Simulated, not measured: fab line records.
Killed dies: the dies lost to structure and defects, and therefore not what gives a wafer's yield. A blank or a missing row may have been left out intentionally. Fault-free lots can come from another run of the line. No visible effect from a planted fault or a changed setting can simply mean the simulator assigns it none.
Which tool was responsible? || flow nandHarc || 13 lots with 39 wafers sampled at 4 steps, on a route of 1159 steps

== WHAT EACH GAUGE READ, for each wafer ==
NHARC_P_GATE_CD_MEAS_59: target cd 720 nm. Usual: cdNm at 720.1 nm, with a standard deviation of 1.4.
{"lot": "L463", "measured": "day 6 05:34", "on": "cdSem-01", "cdNm (nm)": "719.2 719.0 720.7", "flag": ""}
{"lot": "L464", "measured": "day 6 13:22", "on": "cdSem-01", "cdNm (nm)": "721.8 722.2 722.2", "flag": ""}
{"lot": "L465", "measured": "day 6 14:01", "on": "cdSem-01", "cdNm (nm)": "721.4 722.5 722.4", "flag": ""}
{"lot": "L466", "measured": "day 6 23:56", "on": "cdSem-02", "cdNm (nm)": "719.6 717.6 719.6", "flag": ""}
{"lot": "L469", "measured": "day 7 12:20", "on": "cdSem-01", "cdNm (nm)": "719.3 719.4 718.6", "flag": ""}
{"lot": "L473", "measured": "day 8 18:24", "on": "cdSem-02", "cdNm (nm)": "- - -", "flag": "OFF"}
{"lot": "L476", "measured": "day 9 07:40", "on": "cdSem-03", "cdNm (nm)": "721.5 720.1 720.9", "flag": ""}
{"lot": "L475", "measured": "day 9 08:06", "on": "cdSem-03", "cdNm (nm)": "719.5 719.4 720.0", "flag": ""}
{"lot": "L479", "measured": "day 9 20:03", "on": "cdSem-01", "cdNm (nm)": "720.5 721.0 720.7", "flag": ""}
{"lot": "L480", "measured": "day 10 08:08", "on": "cdSem-01", "cdNm (nm)": "720.8 720.0 720.2", "flag": ""}
{"lot": "L481", "measured": "day 10 15:32", "on": "cdSem-01", "cdNm (nm)": "722.9 721.6 721.6", "flag": ""}
{"lot": "L482", "measured": "day 10 15:55", "on": "cdSem-03", "cdNm (nm)": "719.7 721.6 721.1", "flag": ""}
{"lot": "L483", "measured": "day 10 15:43", "on": "cdSem-02", "cdNm (nm)": "722.2 721.8 721.2", "flag": ""}

== WHICH TOOL RAN EACH LOT (tool, then ch and the chambers of the sampled wafers, then the start) ==
{"lot": "L463", "NHARC_P_STI_ETCH_15": "rieSi-06 ch 1,2,3, day 3 05:52", "NHARC_P_GATE_DESCUM_48": "rieDiel-05 ch 0,2,3, day 6 03:59", "NHARC_P_GATE_EXPOSE_56": "krfScanner-03 ch 0, day 6 05:25"}
{"lot": "L464", "NHARC_P_STI_ETCH_15": "rieSi-03 ch 0,1,2, day 3 13:26", "NHARC_P_GATE_DESCUM_48": "rieDiel-05 ch 2,3, day 6 11:55", "NHARC_P_GATE_EXPOSE_56": "krfScanner-03 ch 0, day 6 13:14"}
{"lot": "L465", "NHARC_P_STI_ETCH_15": "rieSi-01 ch 0,1,3, day 3 17:28", "NHARC_P_GATE_DESCUM_48": "rieDiel-01 ch 1,2,3, day 6 12:18", "NHARC_P_GATE_EXPOSE_56": "krfScanner-04 ch 0, day 6 13:52"}
{"lot": "L466", "NHARC_P_STI_ETCH_15": "rieSi-01 ch 1,2,3, day 3 23:38", "NHARC_P_GATE_DESCUM_48": "rieDiel-13 ch 1,3, day 6 22:20", "NHARC_P_GATE_EXPOSE_56": "krfScanner-01 ch 0, day 6 23:47"}
{"lot": "L469", "NHARC_P_STI_ETCH_15": "rieSi-06 ch 0,1,3, day 4 15:20", "NHARC_P_GATE_DESCUM_48": "rieDiel-05 ch 0,1,2, day 7 10:43", "NHARC_P_GATE_EXPOSE_56": "krfScanner-03 ch 0, day 7 12:11"}
{"lot": "L473", "NHARC_P_STI_ETCH_15": "rieSi-03 ch 0,1,2, day 5 18:21", "NHARC_P_GATE_DESCUM_48": "rieDiel-01 ch 0,1, day 8 16:48", "NHARC_P_GATE_EXPOSE_56": "krfScanner-01 ch 0, day 8 18:14"}
{"lot": "L476", "NHARC_P_STI_ETCH_15": "rieSi-06 ch 0,1,3, day 6 09:19", "NHARC_P_GATE_DESCUM_48": "rieDiel-01 ch 0,1, day 9 06:10", "NHARC_P_GATE_EXPOSE_56": "krfScanner-04 ch 0, day 9 07:30"}
{"lot": "L475", "NHARC_P_STI_ETCH_15": "rieSi-03 ch 0,2,3, day 6 09:20", "NHARC_P_GATE_DESCUM_48": "rieDiel-01 ch 0,1,3, day 9 06:37", "NHARC_P_GATE_EXPOSE_56": "krfScanner-04 ch 0, day 9 07:57"}
{"lot": "L479", "NHARC_P_STI_ETCH_15": "rieSi-03 ch 0,2,3, day 7 05:50", "NHARC_P_GATE_DESCUM_48": "rieDiel-05 ch 0,2,3, day 9 18:26", "NHARC_P_GATE_EXPOSE_56": "krfScanner-03 ch 0, day 9 19:53"}
{"lot": "L480", "NHARC_P_STI_ETCH_15": "rieSi-01 ch 2,3, day 7 11:39", "NHARC_P_GATE_DESCUM_48": "rieDiel-05 ch 0,1,3, day 10 06:41", "NHARC_P_GATE_EXPOSE_56": "krfScanner-03 ch 0, day 10 07:58"}
{"lot": "L481", "NHARC_P_STI_ETCH_15": "rieSi-03 ch 0,1,2, day 7 21:22", "NHARC_P_GATE_DESCUM_48": "rieDiel-01 ch 0,1,3, day 10 13:56", "NHARC_P_GATE_EXPOSE_56": "krfScanner-01 ch 0, day 10 15:23"}
{"lot": "L482", "NHARC_P_STI_ETCH_15": "rieSi-03 ch 0,1,3, day 8 02:17", "NHARC_P_GATE_DESCUM_48": "rieDiel-01 ch 0,2,3, day 10 14:18", "NHARC_P_GATE_EXPOSE_56": "krfScanner-01 ch 0, day 10 15:46"}
{"lot": "L483", "NHARC_P_STI_ETCH_15": "rieSi-01 ch 1,3, day 8 02:24", "NHARC_P_GATE_DESCUM_48": "rieDiel-05 ch 0,2,3, day 10 14:07", "NHARC_P_GATE_EXPOSE_56": "krfScanner-04 ch 0, day 10 15:34"}
- NHARC_P_STI_ETCH_15: etches the open film in HBr/Cl2, target depth 300 nm, time 100.1 s.
- NHARC_P_GATE_DESCUM_48: chemistry O2, time 3 s.
- NHARC_P_GATE_EXPOSE_56: exposes mask P PSD, target cd 720 nm.

== AS READ BY THE TOOLS THEMSELVES (means over the sampled wafers that have a number; for cases with no such wafer, the mark the record gives instead) ==
NHARC_P_STI_ETCH_15. Usual: drypumpMotorCurrentA 5.8 A, standard deviation 0.47; hbrFlowSccm 150.0 sccm, standard deviation 0.43; heBacksideLeakSccm 2.66 sccm, standard deviation 0.2; oesProductAu 0.998 a.u., standard deviation 0.0066; throttleValvePct 26.405 %, standard deviation 0.009.
{"lot": "L463", "tool": "rieSi-06", "drypumpMotorCurrentA (A)": 5.6, "hbrFlowSccm (sccm)": 150.2, "heBacksideLeakSccm (sccm)": 2.63, "oesProductAu (a.u.)": 0.999, "throttleValvePct (%)": 26.404, "flag": ""}
{"lot": "L464", "tool": "rieSi-03", "drypumpMotorCurrentA (A)": 5.9, "hbrFlowSccm (sccm)": 149.9, "heBacksideLeakSccm (sccm)": 2.68, "oesProductAu (a.u.)": 0.997, "throttleValvePct (%)": 26.404, "flag": ""}
{"lot": "L465", "tool": "rieSi-01", "drypumpMotorCurrentA (A)": 6.0, "hbrFlowSccm (sccm)": 150.2, "heBacksideLeakSccm (sccm)": 2.55, "oesProductAu (a.u.)": 1.000, "throttleValvePct (%)": 26.411, "flag": ""}
{"lot": "L466", "tool": "rieSi-01", "drypumpMotorCurrentA (A)": 5.9, "hbrFlowSccm (sccm)": 150.4, "heBacksideLeakSccm (sccm)": 2.54, "oesProductAu (a.u.)": 1.003, "throttleValvePct (%)": 26.409, "flag": ""}
{"lot": "L469", "tool": "rieSi-06", "drypumpMotorCurrentA (A)": 5.9, "hbrFlowSccm (sccm)": 149.7, "heBacksideLeakSccm (sccm)": 2.77, "oesProductAu (a.u.)": 0.992, "throttleValvePct (%)": 26.414, "flag": ""}
{"lot": "L473", "tool": "rieSi-03", "drypumpMotorCurrentA (A)": 5.9, "hbrFlowSccm (sccm)": 149.8, "heBacksideLeakSccm (sccm)": 2.60, "oesProductAu (a.u.)": 0.999, "throttleValvePct (%)": 26.401, "flag": ""}
{"lot": "L476", "tool": "rieSi-06", "drypumpMotorCurrentA (A)": 5.9, "hbrFlowSccm (sccm)": 150.4, "heBacksideLeakSccm (sccm)": 2.78, "oesProductAu (a.u.)": 0.993, "throttleValvePct (%)": 26.405, "flag": ""}
{"lot": "L475", "tool": "rieSi-03", "drypumpMotorCurrentA (A)": 5.6, "hbrFlowSccm (sccm)": 150.1, "heBacksideLeakSccm (sccm)": 2.66, "oesProductAu (a.u.)": 0.993, "throttleValvePct (%)": 26.407, "flag": ""}
{"lot": "L479", "tool": "rieSi-03", "drypumpMotorCurrentA (A)": 5.6, "hbrFlowSccm (sccm)": 149.7, "heBacksideLeakSccm (sccm)": 2.63, "oesProductAu (a.u.)": 0.993, "throttleValvePct (%)": 26.404, "flag": ""}
{"lot": "L480", "tool": "rieSi-01", "drypumpMotorCurrentA (A)": 5.7, "hbrFlowSccm (sccm)": 149.7, "heBacksideLeakSccm (sccm)": 2.75, "oesProductAu (a.u.)": 1.008, "throttleValvePct (%)": 26.396, "flag": ""}
{"lot": "L481", "tool": "rieSi-03", "drypumpMotorCurrentA (A)": 5.9, "hbrFlowSccm (sccm)": 150.1, "heBacksideLeakSccm (sccm)": 2.68, "oesProductAu (a.u.)": 0.988, "throttleValvePct (%)": 26.395, "flag": ""}
{"lot": "L482", "tool": "rieSi-03", "drypumpMotorCurrentA (A)": 5.8, "hbrFlowSccm (sccm)": 150.2, "heBacksideLeakSccm (sccm)": 2.79, "oesProductAu (a.u.)": 0.996, "throttleValvePct (%)": 26.399, "flag": ""}
{"lot": "L483", "tool": "rieSi-01", "drypumpMotorCurrentA (A)": 6.2, "hbrFlowSccm (sccm)": 149.6, "heBacksideLeakSccm (sccm)": 2.47, "oesProductAu (a.u.)": 0.997, "throttleValvePct (%)": 26.406, "flag": ""}

NHARC_P_GATE_DESCUM_48. Usual: drypumpMotorCurrentA 5.6 A, standard deviation 0.57; mfcArSccm 0.009 sccm, standard deviation 0.011; oesProductAu 0.998 a.u., standard deviation 0.0075; rfVppV 57.9 V, standard deviation 0.85; showerheadPlenumPTorr 1.91 Torr, standard deviation 0.056; throttleValvePct 11.312 %, standard deviation 0.009.
{"lot": "L463", "tool": "rieDiel-05", "drypumpMotorCurrentA (A)": 5.2, "mfcArSccm (sccm)": 0.007, "oesProductAu (a.u.)": 0.998, "rfVppV (V)": 57.4, "showerheadPlenumPTorr (Torr)": 1.90, "throttleValvePct (%)": 11.306, "flag": ""}
{"lot": "L464", "tool": "rieDiel-05", "drypumpMotorCurrentA (A)": 4.9, "mfcArSccm (sccm)": 0.000, "oesProductAu (a.u.)": 1.003, "rfVppV (V)": 57.9, "showerheadPlenumPTorr (Torr)": 1.91, "throttleValvePct (%)": 11.297, "flag": ""}
{"lot": "L465", "tool": "rieDiel-01", "drypumpMotorCurrentA (A)": 5.7, "mfcArSccm (sccm)": 0.008, "oesProductAu (a.u.)": 0.995, "rfVppV (V)": 58.3, "showerheadPlenumPTorr (Torr)": 1.95, "throttleValvePct (%)": 11.311, "flag": ""}
{"lot": "L466", "tool": "rieDiel-13", "drypumpMotorCurrentA (A)": 6.1, "mfcArSccm (sccm)": 0.028, "oesProductAu (a.u.)": 0.997, "rfVppV (V)": 57.6, "showerheadPlenumPTorr (Torr)": 1.79, "throttleValvePct (%)": 11.315, "flag": ""}
{"lot": "L469", "tool": "rieDiel-05", "drypumpMotorCurrentA (A)": 5.5, "mfcArSccm (sccm)": 0.014, "oesProductAu (a.u.)": 1.003, "rfVppV (V)": 57.0, "showerheadPlenumPTorr (Torr)": 1.88, "throttleValvePct (%)": 11.307, "flag": ""}
{"lot": "L473", "tool": "rieDiel-01", "drypumpMotorCurrentA (A)": 5.5, "mfcArSccm (sccm)": 0.011, "oesProductAu (a.u.)": 0.989, "rfVppV (V)": 58.6, "showerheadPlenumPTorr (Torr)": 2.01, "throttleValvePct (%)": 11.314, "flag": ""}
{"lot": "L476", "tool": "rieDiel-01", "drypumpMotorCurrentA (A)": 5.8, "mfcArSccm (sccm)": 0.006, "oesProductAu (a.u.)": 0.990, "rfVppV (V)": 58.6, "showerheadPlenumPTorr (Torr)": 1.99, "throttleValvePct (%)": 11.316, "flag": ""}
{"lot": "L475", "tool": "rieDiel-01", "drypumpMotorCurrentA (A)": 5.6, "mfcArSccm (sccm)": 0.006, "oesProductAu (a.u.)": 0.999, "rfVppV (V)": 58.6, "showerheadPlenumPTorr (Torr)": 1.98, "throttleValvePct (%)": 11.316, "flag": ""}
{"lot": "L479", "tool": "rieDiel-05", "drypumpMotorCurrentA (A)": 5.2, "mfcArSccm (sccm)": 0.007, "oesProductAu (a.u.)": 0.994, "rfVppV (V)": 58.2, "showerheadPlenumPTorr (Torr)": 1.89, "throttleValvePct (%)": 11.320, "flag": ""}
{"lot": "L480", "tool": "rieDiel-05", "drypumpMotorCurrentA (A)": 5.6, "mfcArSccm (sccm)": 0.014, "oesProductAu (a.u.)": 0.997, "rfVppV (V)": 57.9, "showerheadPlenumPTorr (Torr)": 1.87, "throttleValvePct (%)": 11.310, "flag": ""}
{"lot": "L481", "tool": "rieDiel-01", "drypumpMotorCurrentA (A)": 5.7, "mfcArSccm (sccm)": 0.006, "oesProductAu (a.u.)": 0.991, "rfVppV (V)": 58.5, "showerheadPlenumPTorr (Torr)": 1.98, "throttleValvePct (%)": 11.320, "flag": ""}
{"lot": "L482", "tool": "rieDiel-01", "drypumpMotorCurrentA (A)": 6.1, "mfcArSccm (sccm)": 0.002, "oesProductAu (a.u.)": 0.991, "rfVppV (V)": 57.7, "showerheadPlenumPTorr (Torr)": 1.93, "throttleValvePct (%)": 11.315, "flag": ""}
{"lot": "L483", "tool": "rieDiel-05", "drypumpMotorCurrentA (A)": 5.2, "mfcArSccm (sccm)": 0.007, "oesProductAu (a.u.)": 1.001, "rfVppV (V)": 57.5, "showerheadPlenumPTorr (Torr)": 1.89, "throttleValvePct (%)": 11.309, "flag": ""}

== THE ANSWER, worked out from the rows above alone ==
Rule: take the mean of a lot's wafers that have a number; if it is more than 3 standard deviations from the usual mean, the lot is off. Also off: a lot with no number at a reading for which 4 or more lots have one. All remaining lots with rows at the step are treated as sound. After the gauges, taken in route order, come the tools' own readings; for these a lot's mean is taken, as printed above. The first step at which some lot is off is used, and at that step the reading that is off furthest; a lot without a number counts as furthest.
Off: L473 (NHARC_P_GATE_CD_MEAS_59, cdNm). Without a number there: L473.
If a tool, at a process step before that reading, ran all the lots that are off and no sound lot after the first of them, it fits. Those tools and the gauges at NHARC_P_GATE_CD_MEAS_59 are tried in the same way. None of those tried fits.

== WHAT HAD BEEN PUT IN BY THE SIMULATOR ==
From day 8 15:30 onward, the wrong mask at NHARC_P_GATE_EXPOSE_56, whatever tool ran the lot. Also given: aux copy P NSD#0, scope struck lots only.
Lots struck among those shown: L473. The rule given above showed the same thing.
